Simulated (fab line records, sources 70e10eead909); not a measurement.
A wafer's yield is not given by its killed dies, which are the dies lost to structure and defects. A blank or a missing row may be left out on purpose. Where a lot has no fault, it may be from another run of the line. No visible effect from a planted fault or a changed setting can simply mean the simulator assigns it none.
What tool caused it?	flow nand_harc	11 lots with 32 wafers sampled at 3 steps, on a route of 1159 steps

== WHAT THE GAUGES SHOWED, per wafer ==
NHARC_P_GATE_CD_MEAS_26: the cd target is 120 nm.
lot	measured	on	cd_nm (nm)
L133	day 4 09:34	cd_sem-02	118.7 120.1 118.5
L134	day 5 00:57	cd_sem-03	119.6 120.2 119.4
L136	day 5 03:08	cd_sem-01	120.8 119.4 120.5
L138	day 5 16:11	cd_sem-02	121.0 120.2 120.3
L139	day 6 06:52	cd_sem-03	120.1 121.1 120.5
L142	day 7 06:06	cd_sem-03	122.1 123.4 121.7 122.3 123.5 121.9
L143	day 7 05:20	cd_sem-01	122.9 122.8 122.7 123.0
L147	day 8 13:33	cd_sem-02	120.0 120.1 120.1
L154	day 9 15:46	cd_sem-03	119.7 119.7 120.0
L153	day 9 16:22	cd_sem-03	119.6 119.3 120.0
L156	day 10 06:02	cd_sem-03	120.7 121.4 120.5

== EACH LOT AND THE TOOL THAT RAN IT (in order: tool; ch and the chambers of the sampled wafers; start) ==
lot	NHARC_P_STI_ETCH_42	NHARC_P_GATE_PEB_24
L133	rie_diel-06 ch 0,2, day 2 07:44	litho_track-06 ch 0, day 4 09:29
L134	rie_diel-11 ch 1,3, day 2 19:05	litho_track-06 ch 0, day 5 00:52
L136	rie_diel-12 ch 1,2,3, day 3 05:02	litho_track-04 ch 0, day 5 03:03
L138	rie_diel-12 ch 0,2,3, day 3 14:26	litho_track-04 ch 0, day 5 16:05
L139	rie_diel-11 ch 0,1,3, day 3 23:10	litho_track-04 ch 0, day 6 06:47
L142	rie_diel-06 ch 0,1,2, day 4 19:52	litho_track-04 ch 0, day 7 06:01
L143	rie_diel-12 ch 0,1, day 4 20:01	litho_track-04 ch 0, day 7 05:16
L147	rie_diel-06 ch 0,1,3, day 6 01:10	litho_track-06 ch 0, day 8 13:28
L154	rie_diel-12 ch 1,2,3, day 7 15:25	litho_track-06 ch 0, day 9 15:41
L153	rie_diel-11 ch 0,1,2, day 7 15:35	litho_track-06 ch 0, day 9 16:17
L156	rie_diel-06 ch 0,3, day 8 04:56	litho_track-04 ch 0, day 10 05:57
- NHARC_P_STI_ETCH_42: etches the open film in N2/H2, target depth 80 nm, overetch 24 nm, time 61 s.
- NHARC_P_GATE_PEB_24: peb time 65 s.

== THE ANSWER, worked out from the rows above alone ==
Rule: what is usual is taken from the lots themselves. The widest of any qualifying gaps counts: lots, ordered by their means at a reading, are off when they make up no more than a third of the lots, leave a main group of 4 or more, and stand apart from it by 3 or more times the standard deviation of that group's means. The tables above print the reading to a certain number of digits; a main group whose means all agree to those digits is not used. Also off: a lot with no number at a reading for which 4 or more lots have one. Where the step has rows for the other lots, those lots are counted as sound.
Off, at NHARC_P_GATE_CD_MEAS_26 on cd_nm: L142, L143. The main group: mean 120.1 nm, standard deviation 0.52.
If a tool, at a process step before that reading, ran all the lots that are off and no sound lot after the first of them, it fits. Gauges at NHARC_P_GATE_CD_MEAS_26: tried the same way as those tools. Of those tried, none fits.

== WHAT WAS PUT IN BY THE SIMULATOR ==
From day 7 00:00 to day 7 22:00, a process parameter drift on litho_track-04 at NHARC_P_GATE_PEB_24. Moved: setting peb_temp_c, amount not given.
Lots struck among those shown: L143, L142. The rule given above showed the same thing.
